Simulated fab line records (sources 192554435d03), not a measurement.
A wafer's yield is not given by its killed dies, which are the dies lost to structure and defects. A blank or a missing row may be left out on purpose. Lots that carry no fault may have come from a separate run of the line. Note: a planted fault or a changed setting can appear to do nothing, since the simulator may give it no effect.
2 desks looking at one fault ; flow n5 finfet ; each desk holds nothing but its own numbers, with what lay behind them at the end

THE TOOL OWNER'S DESK: implanter-02
N5_WELL_APT_IMPLANT_31, tool's own readings: per-lot mean of the sampled wafers with a number, covering each lot this tool ran. A lot is out of limits, marked OUT, if its mean lies more than 4 standard deviations from the usual mean; the brackets give that distance.
Columns: A = dose ions cm2 at N5_WELL_APT_IMPLANT_31, usual 1.4997e+13; B = end station pressure torr at N5_WELL_APT_IMPLANT_31, usual 5.16e-06 Torr; C = faraday current uA at N5_WELL_APT_IMPLANT_31, usual 190
lot;first seen here;A;B;C
L366;day 2 16:15;1.4996e+13;5.15e-06;191
L367;day 2 21:18;1.5005e+13;5.05e-06;186
L370;day 3 15:14;1.4990e+13;5.24e-06;187
L375;day 4 21:07;1.3776e+13 (-72) OUT;5.14e-06;175
L377;day 5 09:07;1.3769e+13 (-72) OUT;5.28e-06;176
Finding of this desk: L375, L377 out of limits; the first was L375 at day 4 21:07, on dose ions cm2 at N5_WELL_APT_IMPLANT_31. Within limits: L366, L367, L370.

AT THE METROLOGY DESK
What the gauges read, lot by lot, whatever tool the lot ran on: means of the sampled wafers that have a number. A lot is out of limits, marked OUT, if its mean lies more than 4 standard deviations from the usual mean; the brackets give that distance. Of its 11 readings 7 are shown: the one that was out of limits first, and those that lie furthest out on some lot.
Columns: A = DIBL_N at N5_BEOL_M4_RC_MEAS_101, usual 37.3 mV/V; B = DIBL_P at N5_BEOL_M4_RC_MEAS_101, usual 37.4 mV/V; C = IOFF_P at N5_BEOL_M4_RC_MEAS_101, usual 0.25 nA/um; D = RS_PWELL at N5_BEOL_M4_RC_MEAS_101, usual 3014 ohm/sq; E = SS_P at N5_BEOL_M4_RC_MEAS_101, usual 73.6 mV/dec; F = VT_N at N5_BEOL_M4_RC_MEAS_101, usual 248 mV; G = VT_P at N5_BEOL_M4_RC_MEAS_101, usual -248 mV
lot;first seen here;A;B;C;D;E;F;G
L365;day 8 21:13;34.8;35.4;0.19;2998;72.1;253;-251
L366;day 8 22:00;37.6;37.3;0.26;3030;73.8;249;-246
L367;day 9 03:22;39.0;40.3;0.26;3015;74.0;246;-249
L370;day 10 00:09;39.2;38.0;0.28;3026;73.8;244;-244
L376;day 11 02:22;37.2;37.8;0.24;3038;73.9;250;-251
L374;day 11 02:35;40.7;42.1;0.35;3016;74.6;242;-242
L375;day 11 20:29;36.7;37.1;0.24;3152 (+6.9) OUT;73.5;250;-247
L377;day 11 22:19;37.8;36.6;0.25;3174 (+8.0) OUT;73.7;245;-247
L378;day 12 05:07;33.7;34.2;0.20;3014;73.1;250;-251
This desk's finding: out of limits on L375, L377; first on L375, day 11 20:29 (RS_PWELL at N5_BEOL_M4_RC_MEAS_101). Within limits: L365, L366, L367, L370, L376, L374, L378.

ALL TOGETHER
The tool owner's desk had the chance to raise an alarm at day 4 21:07 on L375, L377.
An alarm was possible from the metrology desk at day 11 20:29, on L375, L377.
On implanter-02, each named lot ran N5_WELL_APT_IMPLANT_31.

WHAT HAD BEEN PUT IN BY THE SIMULATOR
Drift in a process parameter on implanter-02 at N5_WELL_APT_IMPLANT_31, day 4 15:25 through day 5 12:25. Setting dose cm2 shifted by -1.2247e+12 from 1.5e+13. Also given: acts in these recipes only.
Shown lots that were struck: L375, L377.
Counting hours from when the fault started, the first reading out of limits came at 6 for the tool owner's desk and at 173 for the metrology desk.
